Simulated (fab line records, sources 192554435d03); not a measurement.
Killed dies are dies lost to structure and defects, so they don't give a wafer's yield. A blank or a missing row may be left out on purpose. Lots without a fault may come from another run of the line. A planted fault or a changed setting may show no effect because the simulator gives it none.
One fault seen from 2 desks | flow n5_finfet | each desk has only its own numbers; what lay behind them comes last

THE TOOL OWNER'S DESK: rie_diel-05
The tool's own readings at N5_PASSIVATION_VIA_ETCH_13 (etches SiO2 in CHF3/O2, target depth 660 nm, time 330 s): means of the sampled wafers that have a number, for each lot that ran on this tool. A lot is out of limits, marked OUT, if its mean lies more than 4 standard deviations from the usual mean; the brackets give that distance. Of its 8 readings 7 are shown: the one that was out of limits first, and those that lie furthest out on some lot.
Columns: A = bias_w at N5_PASSIVATION_VIA_ETCH_13, usual 169.9 W; B = drypump_motor_current_A at N5_PASSIVATION_VIA_ETCH_13, usual 5.9 A; C = etch_rf_on_time_s at N5_PASSIVATION_VIA_ETCH_13, usual 235 s; D = oes_product_au at N5_PASSIVATION_VIA_ETCH_13, usual 0.71 a.u.; E = rf_vpp_V at N5_PASSIVATION_VIA_ETCH_13, usual 521 V; F = showerhead_plenum_p_Torr at N5_PASSIVATION_VIA_ETCH_13, usual 2.41 Torr; G = throttle_valve_pct at N5_PASSIVATION_VIA_ETCH_13, usual 19.0 %
lot  | first seen here | A               | B   | C   | D    | E              | F    | G
L763 | day 12 11:52    | 170.3           | 5.5 | 230 | 0.65 | 517            | 2.35 | 19.0
L775 | day 15 05:32    | 187.3 (+34) OUT | 5.8 | 233 | 0.67 | 555            | 2.37 | 19.1
L779 | day 16 13:01    | 206.6 (+72) OUT | 5.9 | 228 | 0.69 | 592 (+5.1) OUT | 2.41 | 19.2
This desk's finding: out of limits on L775, L779; first on L775, day 15 05:32 (bias_w at N5_PASSIVATION_VIA_ETCH_13). In limits: L763.

THE DEFECT DESK
What the inspections along the route counted, lot by lot: means of the sampled wafers that have a number. A lot is out of limits, marked OUT, if its mean lies more than 4 standard deviations from the usual mean; the brackets give that distance.
Columns: A = raw_defect_count at N5_PASSIVATION_INSPECT_61, usual 2.1
lot  | first seen here | A
L763 | day 12 11:40    | 3.0
L766 | day 13 04:44    | 2.7
L767 | day 13 05:10    | 2.0
L769 | day 13 06:49    | 1.3
L768 | day 13 11:10    | 1.0
L770 | day 13 16:05    | 1.5
L771 | day 14 07:16    | 1.0
L772 | day 15 05:07    | 2.3
L775 | day 15 05:18    | 2.0
L779 | day 16 12:49    | 1.7
L783 | day 17 12:47    | 1.5
L786 | day 18 02:26    | 2.0
This desk's finding: nothing out of limits on any of the 12 lots.

PUT TOGETHER
The tool owner's desk could have raised an alarm at day 15 05:32, on L775, L779.
The defect desk saw nothing out of limits.
The defect desk has L775, L779 on record, within its limits.
Of the lots named, all ran N5_PASSIVATION_VIA_ETCH_13 on rie_diel-05.

WHAT THE SIMULATOR HAD PUT IN
Process parameter drift: rie_diel-05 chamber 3, from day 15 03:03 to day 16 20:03, at N5_PASSIVATION_VIA_ETCH_13. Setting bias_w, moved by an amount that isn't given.
Lots struck among those shown: L775, L779.
Hours from the fault's start to each desk's first reading out of limits: the tool owner's desk, 2.
